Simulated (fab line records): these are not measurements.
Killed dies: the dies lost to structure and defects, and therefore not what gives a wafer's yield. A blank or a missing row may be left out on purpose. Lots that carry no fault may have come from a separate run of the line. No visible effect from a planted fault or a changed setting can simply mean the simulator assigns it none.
Struck lot and sound lot, side by side	flow nand_harc	20 out of 1302 route steps
Sound: these wafers, L425.1, L425.2, L425.6. Struck: wafer L437.5 (left out: L437.1, L437.3 of the same lot, which were not struck); the cause appears at the end.
Each step with rows lists, per side, the tool, then ch with its chambers, then its first start. Under that, the readings that differ: sound wafers	struck wafers	difference of the means	sigmas: that difference in standard deviations of wafers without a fault.
alike: readings with means less than 2 such deviations apart, plus words and numbers identical on both sides. not compared: withheld readings, readings lacking a value on some wafer, bounds such as >300 that could conceal the same value, and numbers that have no deviation in the record and whose values overlap.
The two part at a step that has a row with sigmas, a row that says differs or no value, or rows on one side only. Numbers that have no deviation but don't overlap get no sigmas and don't part them. A reading that every wafer of one side lacks parts them only if that side has two wafers or more.

NHARC_P_CONTACT_CMP_24: polishes, t overpolish 30 s, target thk 200 nm.
  sound on cmp-01 ch 1,2, day 6 15:12; struck on cmp-01 ch 2, day 11 07:50
  alike: motor_current_A, overpolish_run_s, time_to_endpoint_s
then, 1 step without rows for these wafers: NHARC_P_CONTACT_SRD_26.
NHARC_P_CONTACT_INSPECT_27:
  struck on defect_inspect-01, day 11 08:11; sound on defect_inspect-02, day 6 15:36
  alike: raw_defect_count
then, 8 steps without rows for these wafers: NHARC_P_M0_DEP_00 (deposits SiOC, target thk 150 nm); NHARC_P_M0_DEHYDRATE_01 (time 120 s); NHARC_P_M0_HMDS_02 (time 30 s); NHARC_P_M0_COAT_33 (time 65 s); NHARC_P_M0_COAT_03 (resist thk 90 nm); NHARC_P_M0_SOFTBAKE_04 (time 55 s); NHARC_P_M0_EBR_05; NHARC_P_M0_EXPOSE_06 (exposes mask P M0, target cd 90 nm).
NHARC_P_M0_PEB_07: peb time 65 s.
  sound on litho_track-01 ch 0, day 6 16:17; struck on litho_track-01 ch 0, day 11 09:01
reading	sound	struck	difference	sigmas
heater_power_total_W (W)	157.2 156.9 157.1	203.9	+46.8	+99 or more
  not compared: plate_temp_C
then, 1 step without rows for these wafers: NHARC_P_M0_DEVELOP_08 (develop time 35 s).
NHARC_P_M0_CD_MEAS_09: target cd 90 nm.
  sound on cd_sem-03 ch 0, day 6 16:22; struck on cd_sem-03 ch 0, day 11 09:06
reading	sound	struck	difference	sigmas
cd_nm (nm)	89.5 89.5 89.6	71.6	-17.9	-35
NHARC_P_M0_OVL_MEAS_10: pitch 180 nm.
  struck on overlay-02, day 11 09:11; sound on overlay-01, day 6 16:28
  alike: overlay_x_nm, overlay_y_nm
NHARC_P_M0_INSPECT_11:
  struck on defect_inspect-01, day 11 09:13; sound on defect_inspect-01, day 6 16:30
  alike: raw_defect_count
NHARC_P_M0_DESCUM_14: chemistry O2, time 3 s.
  sound on rie_diel-09 ch 1,2,3, day 6 16:35; struck on rie_diel-04 ch 2, day 11 09:17
reading	sound	struck	difference	sigmas
oes_product_au (a.u.)	0.996 0.993 0.982	1.008	+0.018	+2
model.P_M0.cd_nm (nm)	89.34 89.24 89.2	71.68	-17.58	
  alike: drypump_motor_current_A, o2_flow_sccm, rf_vpp_V, showerhead_plenum_p_Torr, throttle_valve_pct
  not compared: rf_hours_counter_h
NHARC_P_M0_ETCH_34: etches the open film in N2/H2, target depth 40 nm, overetch 12 nm, time 43.94 s.
  sound on rie_diel-09 ch 0,1,2, day 6 16:39; struck on rie_diel-04 ch 1, day 11 09:22
reading	sound	struck	difference	sigmas
drypump_motor_current_A (A)	6.4 5.1 6.5	4.8	-1.2	-2
  alike: h2_flow_sccm, oes_product_au, rf_vpp_V, showerhead_plenum_p_Torr, throttle_valve_pct
  not compared: rf_hours_counter_h
NHARC_P_M0_ETCH_15: etches the open film in C4F8/Ar, target depth 150 nm, overetch 15 nm, time 82.5 s.
  sound: rie_diel-09 ch 0,1,3; struck: rie_diel-04 ch 2
reading	sound	struck	difference	sigmas
model.P_M0.cd_nm (nm)	89.42 88.95 89.38	71.23	-18.02	
  alike: oes_product_au, rf_vpp_V
  not compared: rf_hours_counter_h
NHARC_P_M0_CD_MEAS_16:
  struck on cd_sem-02, day 11 09:35; sound on cd_sem-03, day 6 16:52
reading	sound	struck	difference	sigmas
cd_nm (nm)	89.2 89.2 89.5	71.0	-18.3	-28

== WHERE THEY PART ==
Earliest at NHARC_P_M0_PEB_07; latest, in this record, at NHARC_P_M0_CD_MEAS_16.

WHY: the cause the simulator had injected
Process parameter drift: litho_track-01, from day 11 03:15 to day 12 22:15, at NHARC_P_M0_PEB_07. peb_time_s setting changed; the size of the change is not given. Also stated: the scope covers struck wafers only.
